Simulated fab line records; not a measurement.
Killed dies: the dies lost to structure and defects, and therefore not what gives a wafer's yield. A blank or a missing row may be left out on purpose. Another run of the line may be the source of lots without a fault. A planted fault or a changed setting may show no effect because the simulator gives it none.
Commonality check across tools -- flow n5 finfet -- Sampled: 9 lots, 27 wafers

## REASON FOR OPENING
Flagged at N5_SD_EPI_N_CD_MEAS_09: reading cd nm, on 2 of 9 lots. Wafers without a fault read 120.0 nm, standard deviation 1.2.
Rule: a lot is flagged when every wafer of it that has a number lies more than 4 standard deviations from that mean, or none has a number. As for the other lots, they are considered sound.

lot,measured,on,"cd nm (nm), wafer by wafer",flag
L806,day 4 17:20,cd sem-02,117.5 118.6 119.1,
L807,day 5 01:05,cd sem-01,119.4 118.3 118.9,
L808,day 5 01:08,cd sem-03,120.8 121.2 119.6,
L809,day 5 07:52,cd sem-02,119.9 119.4 121.3,
L810,day 5 16:16,cd sem-01,120.9 122.0 122.3,
L811,day 5 21:01,cd sem-02,119.7 121.6 121.4,
L813,day 6 12:22,cd sem-01,120.4 120.6 120.6,
L815,day 6 22:13,cd sem-03,109.8 110.2 108.5,FLAGGED
L818,day 7 13:14,cd sem-02,110.1 110.0 109.3,FLAGGED
Average over the flagged lots: 109.7 nm; offset from the usual -10.3 nm, equal to -9 standard deviations.

## WHICH TOOL RAN EACH LOT
The record holds 3 process steps before the reading, out of a route of 1938 steps. Each cell gives the tool, then ch followed by the chambers the sampled wafers passed through, then the start.
lot,flag,N5_DUMMY_GATE_STRIP_40,N5_DUMMY_GATE_ETCH_31,N5_SD_EPI_N_PEB_07
L806,,"rie diel-03 ch 0,1,3, day 4 15:17","rie diel-02 ch 0,2,3, day 4 15:23","litho track-01 ch 0, day 4 17:16"
L807,,"rie diel-03 ch 1,2, day 4 22:00","rie diel-02 ch 1,2,3, day 4 22:06","litho track-01 ch 0, day 5 01:01"
L808,,"rie diel-02 ch 0,2,3, day 4 23:22","rie diel-02 ch 0,1,2, day 4 23:28","litho track-04 ch 0, day 5 01:04"
L809,,"rie diel-03 ch 2,3, day 5 05:54","rie diel-05 ch 0,1,2, day 5 06:02","litho track-04 ch 0, day 5 07:48"
L810,,"rie diel-03 ch 1,2,3, day 5 14:21","rie diel-05 ch 0,1,2, day 5 14:26","litho track-04 ch 0, day 5 16:11"
L811,,"rie diel-02 ch 2,3, day 5 18:59","rie diel-05 ch 0,2,3, day 5 19:05","litho track-04 ch 0, day 5 20:57"
L813,,"rie diel-05 ch 2, day 6 10:37","rie diel-02 ch 0,2,3, day 6 10:46","litho track-03 ch 0, day 6 12:18"
L815,FLAGGED,"rie diel-03 ch 1,2,3, day 6 20:23","rie diel-03 ch 1,2,3, day 6 20:29","litho track-04 ch 0, day 6 22:09"
L818,FLAGGED,"rie diel-02 ch 0,2,3, day 7 11:24","rie diel-03 ch 0,1,3, day 7 11:29","litho track-04 ch 0, day 7 13:10"
What these steps do:
- N5_DUMMY_GATE_STRIP_40: strips in CF4.
- N5_DUMMY_GATE_ETCH_31: etches SiO2 in C4F6/O2, target depth 82.5 nm, time 27.5 s.
- N5_SD_EPI_N_PEB_07: peb time 60 s.
- N5_SD_EPI_N_CD_MEAS_09: target cd 120 nm.

## FLAGGED AGAINST TOTAL, ONE TOOL AT A TIME (gauges that did the reading follow at the end)
step,tool,lots run,flagged,share of the flagged lots,sound lots run after its first flagged lot
N5_DUMMY_GATE_STRIP_40,rie diel-02,3,1,some,0
N5_DUMMY_GATE_STRIP_40,rie diel-03,5,1,some,0
N5_DUMMY_GATE_STRIP_40,rie diel-05,1,0,none,-
N5_DUMMY_GATE_ETCH_31,rie diel-02,4,0,none,-
N5_DUMMY_GATE_ETCH_31,rie diel-03,2,2,all,0
N5_DUMMY_GATE_ETCH_31,rie diel-05,3,0,none,-
N5_SD_EPI_N_PEB_07,litho track-01,2,0,none,-
N5_SD_EPI_N_PEB_07,litho track-03,1,0,none,-
N5_SD_EPI_N_PEB_07,litho track-04,6,2,all,0
N5_SD_EPI_N_CD_MEAS_09,cd sem-01,3,0,none,-
N5_SD_EPI_N_CD_MEAS_09,cd sem-02,4,1,some,0
N5_SD_EPI_N_CD_MEAS_09,cd sem-03,2,1,some,0

## WHAT THE TABLE ALLOWS
In 2 table rows, all flagged lots were run: rie diel-03 (N5_DUMMY_GATE_ETCH_31), litho track-04 (N5_SD_EPI_N_PEB_07).
- rie diel-03 at N5_DUMMY_GATE_ETCH_31: 2 of its 2 lots flagged. No sound lot ran on it before its first flagged lot in this sample; the start therefore can't be narrowed down.
- litho track-04 at N5_SD_EPI_N_PEB_07: 2 of its 6 lots flagged. It ran its last sound lot, L811, at day 5 20:57 and its first flagged lot, L815, at day 6 22:09: a fault with its onset between the two fits. Its own readings (plate temp C) fall more than 4 standard deviations out on all wafers of the flagged lots.
Counting lots can't tell these 2 tools apart, because each fits a fault that began at some hour. More lots, or a look at what each step does to the wafer, might.

## WHAT HAD BEEN PUT IN BY THE SIMULATOR
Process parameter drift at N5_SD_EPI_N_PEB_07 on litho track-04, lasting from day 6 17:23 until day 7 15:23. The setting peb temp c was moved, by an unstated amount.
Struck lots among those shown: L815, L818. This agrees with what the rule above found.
